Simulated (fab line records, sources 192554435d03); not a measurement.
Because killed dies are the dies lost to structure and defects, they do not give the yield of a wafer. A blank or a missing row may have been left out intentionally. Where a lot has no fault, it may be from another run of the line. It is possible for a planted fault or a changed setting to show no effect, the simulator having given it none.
fab line records	flow n5_finfet
record: lots: 7	wafers: 21
route steps=1938 shown BEOL_M6@1219 BEOL_M7@1266 BEOL_M8@1359 BEOL_M10@1477
start_h: hours from the record's first day to the start of the lot's first wafer shown	wait_h: how many hours have passed since the lot's step before this one	" unchanged from the row above	L1.1+2: a single row standing in for several wafers	- either no value or no given start	* or withheld: withheld	< > ~ a bound
route shown NAME@n: NAME is a module with steps in the file, n the number in the route of the first one	usual: mean and standard deviation over wafers with no fault	same: alike in all rows	chamber/n: place in a boat	sites: each site's reading	_std_site: how widely they spread, as a standard deviation	_edge_site: inner sites' mean taken away from outer sites' mean	radius_mm: how far each site lies from the wafer's centre	mask NAME#n: copy n	behind: the last tool/chamber to shape the wafer	hold: cause of the lot's hold/its duration in hours/its outcome	device: transistor that didn't switch, given as n, p or np	end of line: tests of these same wafers at the route's end	a step given without rows: its recipe and nothing more	killed: not the wafer's yield, but the dies lost to structure and defects at the first sort	map: per-die view of a wafer (x killed, . not killed, _ where there is no die)
set.NAME: the setting as run; set.NAME@STEP: as run at that earlier step	model.NAME: the simulator's own value behind a step, which no gauge read
lots with deliberately changed settings; one table per step, one row per wafer
== steps ==
step: N5_BEOL_M6_COAT_64
recipe: resist: SiARC	temp_c: 220	time_s: 60	spin_rpm: 1500	resist_thk_nm: 12
lot.wafer	tool	chamber	start_h	wait_h	set.spin_rpm	model.SiARC_of_BEOL_M6_COAT_64.thk_nm
L076.2+3+4	litho_track-04	0	-	-	1500	12
L078.1+4+6	litho_track-04	0	-	-	1500	12
L079.1+2+4	litho_track-04	0	-	-	1500	12
L084.1+6	litho_track-02	0	-	-	1348	12.6
L084.3	"	0	"	"	1500	12
L088.1+5+6	litho_track-03	0	-	-	1500	12
L087.1+4	litho_track-04	0	-	-	1642	11.4
L087.5	"	0	"	"	1500	12
L090.3+5+6	litho_track-03	0	-	-	1500	12
step: N5_BEOL_M6_COAT_71
recipe: resist: underlayer	temp_c: 205	time_s: 60	spin_rpm: 1500	resist_thk_nm: 5
step: N5_BEOL_M6_COAT_22
recipe: resist: CAR-EUV	spin_rpm: 1500	resist_thk_nm: 30
step: N5_BEOL_M6_DESCUM_33
recipe: chemistry: O2	time_s: 7	source_power_w: 50	bias_power_w: 20	pressure_mtorr: 20	rf_frequency_hz: 2.712e+07	temp_c: 40	resist: CAR-EUV	o2_flow_sccm: 225
step: N5_BEOL_M6_ETCH_72
recipe: chemistry: N2/H2	target: underlayer	target_depth_a: 65	mask_material: CAR-EUV	time_s: 5.2	ion_energy_ev: 200	pressure_mtorr: 30	source_w: 840	bias_w: 150	n2_flow_sccm: 200	h2_flow_sccm: 200	ends: cleared
step: N5_BEOL_M6_ETCH_65
recipe: chemistry: CF4	target: SiARC	target_depth_a: 156	mask_material: CAR-EUV	time_s: 26	ion_energy_ev: 80	pressure_mtorr: 40	source_w: 545	bias_w: 36	Ar_flow_sccm: 100	cf4_flow_sccm: 100	ends: cleared
lot.wafer	tool	chamber	start_h	wait_h	set.spin_rpm@BEOL_M6_COAT_64	model.etch.depth_nm
L076.2	rie_diel-04	3	196.64	0.0	1500	12.02
L076.3	"	1	"	"	1500	12.01
L076.4	"	3	"	"	1500	11.97
L078.1	rie_diel-04	2	217.40	0.0	1500	12.05
L078.4	"	1	"	"	1500	12.06
L078.6	"	1	"	"	1500	12.03
L079.1	rie_diel-04	1	219.41	0.0	1500	12
L079.2	"	3	"	"	1500	11.95
L079.4	"	0	"	"	1500	11.99
L084.1	rie_diel-02	3	257.75	0.0	1348	12.64
L084.3	"	2	"	"	1500	12
L084.6	"	0	"	"	1348	12.66
L088.1	rie_diel-02	1	265.44	0.0	1500	11.98
L088.5+6	"	2,1	"	"	1500	11.96
L087.1	rie_diel-04	1	265.49	0.0	1642	11.45
L087.4	"	2	"	"	1642	11.49
L087.5	"	1	"	"	1500	12
L090.3	rie_diel-03	3	282.23	0.0	1500	11.96
L090.5	"	0	"	"	1500	12.02
L090.6	"	1	"	"	1500	12
step: N5_BEOL_M6_DEP_56
recipe: material: SiCN	target_thk_a: 100	temp_c: withheld	precursor: 3MS/NH3	pressure_torr: 3	rf_w: 202	time_s: 17.5
lot.wafer	tool	chamber	start_h	wait_h	set.time_s	model.SiCN_of_BEOL_M6_DEP_56.thk_nm
L076.2+3	pecvd-01	2,1	199.79	0.0	19.83	11.4
L076.4	"	1	"	"	17.5	10.2
L078.1	pecvd-01	1	221.04	0.0	17.5	9.6
L078.4	"	1	"	"	17.5	10
L078.6	"	0	"	"	16.59	9.4
L079.1	pecvd-03	0	223.15	0.0	17.5	10
L079.2+4	"	1	"	"	16.47	9.6
L084.1	pecvd-03	1	263.18	0.0	15.86	8.8
L084.3+6	"	2	"	"	17.5	10
L088.1	pecvd-01	1	268.72	0.0	17.5	9.6
L088.5+6	"	2,0	"	"	17.5	10
L087.1+4+5	pecvd-01	2,0,1	269.12	0.0	17.5	10
L090.3	pecvd-03	1	286.36	0.0	16.33	9.2
L090.5	"	2	"	"	17.5	10
L090.6	"	1	"	"	17.5	10.2
step: N5_BEOL_M7_PECVD_70
recipe: material: SiO2	target_thk_a: 200	temp_c: 400	precursor: TEOS/O2	pressure_torr: 5.5	rf_w: 450	teos_flow_sccm: 53.8	gas: O2	flow_sccm: 3000	time_s: 22.7
lot.wafer	tool	chamber	start_h	wait_h	set.time_s	model.SiO2_of_BEOL_M7_PECVD_70.thk_nm
L076.2	pecvd-03	2	200.56	0.0	19.95	17.4
L076.3	"	1	"	"	22.7	19.8
L076.4	"	1	"	"	22.7	20.2
L078.1	pecvd-03	1	221.81	0.0	25.68	22.4
L078.4	"	2	"	"	22.7	20
L078.6	"	1	"	"	22.7	20.6
L079.1	pecvd-02	2	223.89	0.0	22.7	19.8
L079.2	"	1	"	"	22.7	20.2
L079.4	"	1	"	"	22.7	20.6
L084.1	pecvd-03	0	263.96	0.0	25.76	22.4
L084.3	"	2	"	"	25.76	22.2
L084.6	"	0	"	"	25.76	22.6
L088.1	pecvd-02	0	269.49	0.0	22.7	19.8
L088.5	"	0	"	"	22.7	20
L088.6	"	1	"	"	22.7	20.2
L087.1	pecvd-02	2	270.10	0.0	22.7	19.4
L087.4	"	0	"	"	19.93	17.6
L087.5	"	2	"	"	22.7	19.8
L090.3	pecvd-02	2	287.43	0.0	23.69	20
L090.5	"	1	"	"	23.69	21.2
L090.6	"	2	"	"	22.7	19.8
step: N5_BEOL_M8_COAT_22
recipe: resist: CAR-EUV	spin_rpm: 1500	resist_thk_nm: 30
lot.wafer	tool	chamber	start_h	wait_h	set.spin_rpm	model.CAR-EUV_of_BEOL_M8_COAT_22.thk_nm
L076.2+4	litho_track-02	0	-	-	1358	31.6
L076.3	"	0	"	"	1500	30
L078.1+6	litho_track-03	0	-	-	1500	30
L078.4	"	0	"	"	1500	29.8
L079.1+4	litho_track-02	0	-	-	1437	30.6
L079.2	"	0	"	"	1500	29.8
L084.1	litho_track-01	0	-	-	1569	29.4
L084.3+6	"	0	"	"	1500	30
L087.1+5	litho_track-01	0	-	-	1561	29.4
L087.4	"	0	"	"	1500	30
L088.1+6	litho_track-02	0	-	-	1500	30
L088.5	"	0	"	"	1500	29.8
L090.3+5	litho_track-02	0	-	-	1500	30
L090.6	"	0	"	"	1662	28.6
step: N5_BEOL_M8_TRENCH_ETCH_37
recipe: chemistry: C4F6/O2	target_depth_a: 934.78	target: SiCOH_lowk	time_s: 31.2	ion_energy_ev: 250	pressure_mtorr: 30	source_w: 345	bias_w: 185	Ar_flow_sccm: 300	C4F6_flow_sccm: 10	O2_flow_sccm: 10
usual: rf_vpp_V: 671/11
lot.wafer	tool	chamber	start_h	wait_h	set.source_w	rf_vpp_V	model.BEOL_M8.feature_depth_nm	model.etch.depth_nm
L076.2	rie_diel-03	0	-	-	345	685	94.6	94.51
L076.3	"	3	"	"	345	658	90.4	90.41
L076.4	"	2	"	"	296.7	752	86.8	86.86
L078.1	rie_diel-04	3	-	-	313.6	700	90	89.92
L078.4	"	2	"	"	345	665	94.8	94.73
L078.6	"	1	"	"	345	685	92.6	92.67
L079.1	rie_diel-02	2	-	-	390.4	618	99	98.98
L079.2	"	3	"	"	390.4	640	100.6	100.7
L079.4	"	0	"	"	345	664	92.6	92.67
L084.1	rie_diel-03	3	-	-	345	659	90.8	90.89
L084.3	"	1	"	"	296.5	739	86.8	86.76
L084.6	"	1	"	"	345	684	92.6	92.57
L087.1	rie_diel-02	2	-	-	370.1	632	95	95.02
L087.4	"	2	"	"	345	656	92.8	92.88
L087.5	"	1	"	"	345	664	94	94.05
L088.1	rie_diel-02	1	-	-	345	665	92.8	92.88
L088.5	"	2	"	"	345	657	92.6	92.69
L088.6	"	1	"	"	345	666	92.8	92.85
L090.3	rie_diel-04	2	-	-	345	666	96	96.04
L090.5	"	0	"	"	345	674	96	96.03
L090.6	"	1	"	"	345	682	93.4	93.49
step: N5_BEOL_M8_ETCH_41
recipe: chemistry: CH3F/O2	target: SiCN	target_depth_a: 319	taper_deg: 2	time_s: 57.8	ion_energy_ev: 120	mask_material: TiN	pressure_mtorr: 30	source_w: 395	bias_w: 75	Ar_flow_sccm: 150	CH3F_flow_sccm: 30	O2_flow_sccm: 20
step: N5_BEOL_M8_STRIP_80
recipe: chemistry: N2/H2	time_s: 10	power_w: 450	temp_c: 40	pressure_mtorr: 20	rf_frequency_hz: 6e+07	bias_power_w: 7	n2_flow_sccm: 200	h2_flow_sccm: 200
step: N5_BEOL_M8_OCD_MEAS_38
usual: trench_depth_nm: 93.9/1.7
lot.wafer	tool	chamber	start_h	wait_h	set.source_w@BEOL_M8_TRENCH_ETCH_37	trench_depth_nm
L076.2	ocd-02	-	213.39	-	345	94.8
L076.3	"	-	"	"	345	90.3
L076.4	"	-	"	"	296.7	86.4
L078.1	ocd-02	-	233.74	-	313.6	89.9
L078.4	"	-	"	"	345	94.6
L078.6	"	-	"	"	345	92.5
L079.1	ocd-01	-	236.33	-	390.4	99.0
L079.2	"	-	"	"	390.4	100.9
L079.4	"	-	"	"	345	92.4
L084.1	ocd-02	-	275.03	-	345	90.9
L084.3	"	-	"	"	296.5	86.6
L084.6	"	-	"	"	345	92.8
L087.1	ocd-01	-	282.41	-	370.1	94.9
L087.4	"	-	"	"	345	93.4
L087.5	"	-	"	"	345	94.5
L088.1	ocd-02	-	283.17	-	345	93.0
L088.5	"	-	"	"	345	92.9
L088.6	"	-	"	"	345	92.7
L090.3	ocd-01	-	299.80	-	345	95.7
L090.5	"	-	"	"	345	96.2
L090.6	"	-	"	"	345	93.6
step: N5_BEOL_M8_HM_STRIP_39
recipe: chemistry: peroxide_tin_strip	material: TiN	target_depth_a: 250	temp_c: 50	time_s: 158
step: N5_BEOL_M8_SRD_40
recipe: time_s: 30	temp_c: 23	rinse_liquid: diw	dry: ipa_marangoni
step: N5_BEOL_M8_ECD_50
recipe: material: Cu	target_thk_a: 3000
step: N5_BEOL_M8_ANNEAL_51
recipe: temp_c: 225	time_s: 90	ambient: N2
step: N5_BEOL_M8_CMP_52
recipe: stop_on: SiCOH_lowk	t_overpolish_s: 6.9	down_force_psi: 1	platen_rpm: 50	clearing_platen_down_force_psi: 1.5	clearing_platen_rpm: 50	post_cmp_clean: cu_alkaline	target_thk_nm: 80	clearing_platen_pad_velocity_m_s: 0.99484	pad_velocity_m_s: 0.99484
lot.wafer	tool	chamber	start_h	wait_h	set.source_w@BEOL_M8_TRENCH_ETCH_37	model.Cu_of_BEOL_M8_ECD_50.thk_nm
L076.2	cmp-02	0	218.19	0.3	345	80.6
L076.4	"	1	"	"	296.7	73.6
L076.3	"	3	"	"	345	77
L078.4	cmp-03	1	236.94	0.1	345	79.4
L078.1	"	2	"	"	313.6	74.6
L078.6	"	1	"	"	345	76.8
L079.2	cmp-03	2	239.91	0.2	390.4	87
L079.1	"	3	"	"	390.4	88.2
L079.4	"	0	"	"	345	78.8
L084.3	cmp-03	0	279.01	0.2	296.5	73.4
L084.1	"	2	"	"	345	78.4
L084.6	"	3	"	"	345	79
L087.4	cmp-03	0	285.88	0.1	345	78.6
L087.1	"	1	"	"	370.1	80.2
L087.5	"	1	"	"	345	77.2
L088.1	cmp-03	3	286.41	0.4	345	81
L088.6	"	0	"	"	345	79.4
L088.5	"	1	"	"	345	78.8
L090.3	cmp-02	3	302.09	0.2	345	82
L090.6	"	2	"	"	345	82.4
L090.5	"	3	"	"	345	82.6
step: N5_BEOL_M8_THK_MEAS_53
recipe: thk_meas_gauge: xrf	reads: Cu_of_BEOL_M8_ECD_50
usual: M8_THK: 78.6/1.9
lot.wafer	tool	chamber	start_h	wait_h	set.source_w@BEOL_M8_TRENCH_ETCH_37	M8_THK[nm]
L076.2	film_metro-01	-	218.48	-	345	78.7
L076.3	"	-	"	"	345	75.4
L076.4	"	-	"	"	296.7	71.6
L078.1	film_metro-02	-	237.23	-	313.6	73.3
L078.4	"	-	"	"	345	78.0
L078.6	"	-	"	"	345	75.3
L079.1	film_metro-02	-	240.20	-	390.4	85.8
L079.2	"	-	"	"	390.4	85.0
L079.4	"	-	"	"	345	76.6
L084.1	film_metro-01	-	279.26	-	345	76.8
L084.3	"	-	"	"	296.5	71.4
L084.6	"	-	"	"	345	76.9
L087.1	film_metro-01	-	286.18	-	370.1	79.7
L087.4	"	-	"	"	345	77.9
L087.5	"	-	"	"	345	76.2
L088.1	film_metro-01	-	286.59	-	345	79.3
L088.5	"	-	"	"	345	77.8
L088.6	"	-	"	"	345	78.4
L090.3	film_metro-01	-	302.35	-	345	80.9
L090.5	"	-	"	"	345	81.4
L090.6	"	-	"	"	345	81.3
step: N5_BEOL_M8_PRE_CLEAN_55
recipe: gas: NH3	time_s: 15	temp_c: withheld	rf_power_w: 300
step: N5_BEOL_M8_DEP_56
recipe: material: SiCN	target_thk_a: 100	temp_c: withheld	precursor: 3MS/NH3	pressure_torr: 3	rf_w: 202	time_s: 17.5
step: N5_BEOL_M8_RS_MEAS_57
recipe: thk_meas_gauge: four-point-probe	reads: Cu_of_BEOL_M8_ECD_50+Co_of_BEOL_M8_CVD_78+TaN_of_BEOL_M8_ALD_77
usual: M8_RS: 0.286/0.0081
lot.wafer	tool	chamber	start_h	wait_h	set.source_w@BEOL_M8_TRENCH_ETCH_37	M8_RS[ohm/sq]
L076.2	film_metro-02	-	218.64	0.1	345	0.283
L076.3	"	-	"	"	345	0.298
L076.4	"	-	"	"	296.7	0.316
L078.1	film_metro-02	-	237.36	0.1	313.6	0.311
L078.4	"	-	"	"	345	0.289
L078.6	"	-	"	"	345	0.300
L079.1	film_metro-02	-	240.33	0.1	390.4	0.255
L079.2	"	-	"	"	390.4	0.259
L079.4	"	-	"	"	345	0.291
L084.1	film_metro-02	-	279.39	0.1	345	0.293
L084.3	"	-	"	"	296.5	0.317
L084.6	"	-	"	"	345	0.290
L087.1	film_metro-02	-	286.31	0.1	370.1	0.285
L087.4	"	-	"	"	345	0.292
L087.5	"	-	"	"	345	0.298
L088.1	film_metro-02	-	286.72	0.1	345	0.281
L088.5	"	-	"	"	345	0.291
L088.6	"	-	"	"	345	0.289
L090.3	film_metro-01	-	302.48	0.1	345	0.278
L090.5	"	-	"	"	345	0.277
L090.6	"	-	"	"	345	0.276
step: N5_BEOL_M10_COAT_05
recipe: resist: CAR-ArF	spin_rpm: 1500	resist_thk_nm: 90
lot.wafer	tool	chamber	start_h	wait_h	set.spin_rpm	model.CAR-ArF_of_BEOL_M10_COAT_05.thk_nm
L076.2	litho_track-05	0	-	-	1500	90.4
L076.3+4	"	0	"	"	1570	88.6
L078.1+6	litho_track-02	0	-	-	1668	85.4
L078.4	"	0	"	"	1500	90.2
L079.1	litho_track-01	0	-	-	1500	90
L079.2	"	0	"	"	1652	86
L079.4	"	0	"	"	1500	90.4
L084.1	litho_track-01	0	-	-	1500	89.8
L084.3	"	0	"	"	1566	88.2
L084.6	"	0	"	"	1500	90
L088.1+5	litho_track-05	0	-	-	1500	90.6
L088.6	"	0	"	"	1500	90.2
L087.1+5	litho_track-05	0	-	-	1500	90.4
L087.4	"	0	"	"	1500	90.8
L090.3+6	litho_track-05	0	-	-	1344	95.2
L090.5	"	0	"	"	1500	90.2
== key ==
split: step: N5_BEOL_M6_COAT_64	setting: spin_rpm	stated: 1500	by: wafer
response: step: N5_BEOL_M6_COAT_64	reading: model.SiARC_of_BEOL_M6_COAT_64.thk_nm	change: -0.0612	per: 1%	r: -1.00
response: step: N5_BEOL_M6_ETCH_65	reading: model.etch.depth_nm	change: -0.0605	per: 1%	r: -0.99
split: step: N5_BEOL_M6_DEP_56	setting: time_s	stated: 17.5	by: wafer
response: step: N5_BEOL_M6_DEP_56	reading: model.SiCN_of_BEOL_M6_DEP_56.thk_nm	change: +0.101	per: 1%	r: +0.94
split: step: N5_BEOL_M7_PECVD_70	setting: time_s	stated: 22.7	by: wafer
response: step: N5_BEOL_M7_PECVD_70	reading: model.SiO2_of_BEOL_M7_PECVD_70.thk_nm	change: +0.179	per: 1%	r: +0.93
split: step: N5_BEOL_M8_COAT_22	setting: spin_rpm	stated: 1500	by: wafer
response: step: N5_BEOL_M8_COAT_22	reading: model.CAR-EUV_of_BEOL_M8_COAT_22.thk_nm	change: -0.148	per: 1%	r: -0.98
split: step: N5_BEOL_M8_TRENCH_ETCH_37	setting: source_w	stated: 345	by: wafer
response: step: N5_BEOL_M8_TRENCH_ETCH_37	reading: rf_vpp_V	change: -4.22	per: 1%	r: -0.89
response: step: N5_BEOL_M8_TRENCH_ETCH_37	reading: model.BEOL_M8.feature_depth_nm	change: +0.411	per: 1%	r: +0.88
response: step: N5_BEOL_M8_TRENCH_ETCH_37	reading: model.etch.depth_nm	change: +0.41	per: 1%	r: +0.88
response: step: N5_BEOL_M8_OCD_MEAS_38	reading: trench_depth_nm	change: +0.426	per: 1%	r: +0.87
response: step: N5_BEOL_M8_CMP_52	reading: model.Cu_of_BEOL_M8_ECD_50.thk_nm	change: +0.444	per: 1%	r: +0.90
response: step: N5_BEOL_M8_THK_MEAS_53	reading: M8_THK	change: +0.452	per: 1%	r: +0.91
response: step: N5_BEOL_M8_RS_MEAS_57	reading: M8_RS	change: -0.00196	per: 1%	r: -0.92
split: step: N5_BEOL_M10_COAT_05	setting: spin_rpm	stated: 1500	by: wafer
response: step: N5_BEOL_M10_COAT_05	reading: model.CAR-ArF_of_BEOL_M10_COAT_05.thk_nm	change: -0.435	per: 1%	r: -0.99
